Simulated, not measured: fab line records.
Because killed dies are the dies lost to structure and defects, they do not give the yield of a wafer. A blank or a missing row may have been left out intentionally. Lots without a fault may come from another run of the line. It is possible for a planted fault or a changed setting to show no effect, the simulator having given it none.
A struck lot beside a sound one + flow n5-finfet + 14 out of 1938 route steps
Sound: wafers L202.3, L202.5, L202.6. Struck: wafers L194.1, L194.4, L194.5. The cause is given at the end.
Each step with rows lists, per side, the tool, then ch with its chambers, then its first start. Under that, the readings that differ: sound wafers + struck wafers + difference of the means + sigmas: that difference in standard deviations of wafers without a fault.
alike: readings with means less than 2 such deviations apart, plus words and numbers identical on both sides. not compared: withheld readings, readings lacking a value on some wafer, bounds such as >300 that could conceal the same value, and numbers that have no deviation in the record and whose values overlap.
The two part at a step that has a row with sigmas, a row that says differs or no value, or rows on one side only. Numbers that don't overlap but have no deviation are shown without sigmas and don't part them. A reading missing from all wafers of one side parts the sides only when that side holds two or more wafers.

N5_BEOL_M15_VIA_ETCH_16: etches SiO2 in C4F8/O2/Ar, target depth 1792.2 nm.
  sound on rie-diel-05 ch 1,2, day 15 23:55; struck on rie-diel-01 ch 0,1,2, day 14 02:08
| reading    | sound          | struck         | difference | sigmas |
|------------|----------------|----------------|------------|--------|
| bias-w (W) | 2056 2053 2048 | 2031 2044 2038 | -15        | -2     |
  alike: drypump-motor-current-A, oes-product-au, rf-fwd-power-W, rf-vpp-V, showerhead-plenum-p-Torr, throttle-valve-pct
N5_BEOL_M15_STRIP_63: strips in O2.
  sound on rie-diel-05 ch 1,2; struck on rie-diel-01 ch 0,1,2
  alike: drypump-motor-current-A, oes-product-au, rf-vpp-V, showerhead-plenum-p-Torr, throttle-valve-pct
  not compared: rf-hours-counter-h
N5_BEOL_M15_STRIP_64: strips in O2.
  sound on rie-diel-05 ch 1,2; struck on rie-diel-01 ch 0,1,2
  alike: drypump-motor-current-A, oes-product-au, rf-vpp-V, showerhead-plenum-p-Torr, throttle-valve-pct
  not compared: rf-hours-counter-h
then, 2 steps without rows for these wafers: N5_BEOL_M15_STRIP_65 (strips in post etch residue remover, time 60 s); N5_BEOL_M15_SRD_66 (time 30 s, dry time 30 s).
N5_BEOL_M15_CD_MEAS_17 targets a cd of 360 nm.
  sound: cd-sem-01 at day 16 00:20; struck: cd-sem-03 at day 14 02:35
  alike: cd-nm
then, 1 step without rows for these wafers: N5_BEOL_M15_COAT_56 (time 60 s, resist thk 550 nm).
N5_BEOL_M15_ETCH_57: etches SOC in N2/H2, time 750 s.
  sound on rie-diel-01 ch 2,3, day 16 00:47; struck on rie-diel-01 ch 0,1, day 14 02:42
  alike: bias-w, drypump-motor-current-A, oes-product-au, rf-fwd-power-W, rf-vpp-V, showerhead-plenum-p-Torr, throttle-valve-pct
  not compared: rf-hours-counter-h
then, 4 steps without rows for these wafers: N5_BEOL_M15_COAT_60 (time 60 s, resist thk 89 nm); N5_BEOL_M15_COAT_22 (resist thk 800 nm); N5_BEOL_M15_EBR_24; N5_BEOL_M15_SOFTBAKE_23 (time 60 s).
N5_BEOL_M15_EXPOSE_25: exposes mask M15, target cd 400 nm.
  sound on krf-scanner-01 ch 0, day 16 01:32; struck on krf-scanner-01, day 14 03:18
  no value came back on the struck wafers for exposure-dose-mJ-cm2, focus-offset-nm (nm), stage-vel-mm-s (mm/s); on the sound wafers exposure-dose-mJ-cm2 reads 35.52 35.55 35.50
  alike: mask
then, 1 step without rows for these wafers: N5_BEOL_M15_PEB_26 (peb time 90 s).

== WHERE THEY PART ==
At N5_BEOL_M15_VIA_ETCH_16 first; at N5_BEOL_M15_EXPOSE_25 last (within this record only).

WHY: the cause the simulator had injected
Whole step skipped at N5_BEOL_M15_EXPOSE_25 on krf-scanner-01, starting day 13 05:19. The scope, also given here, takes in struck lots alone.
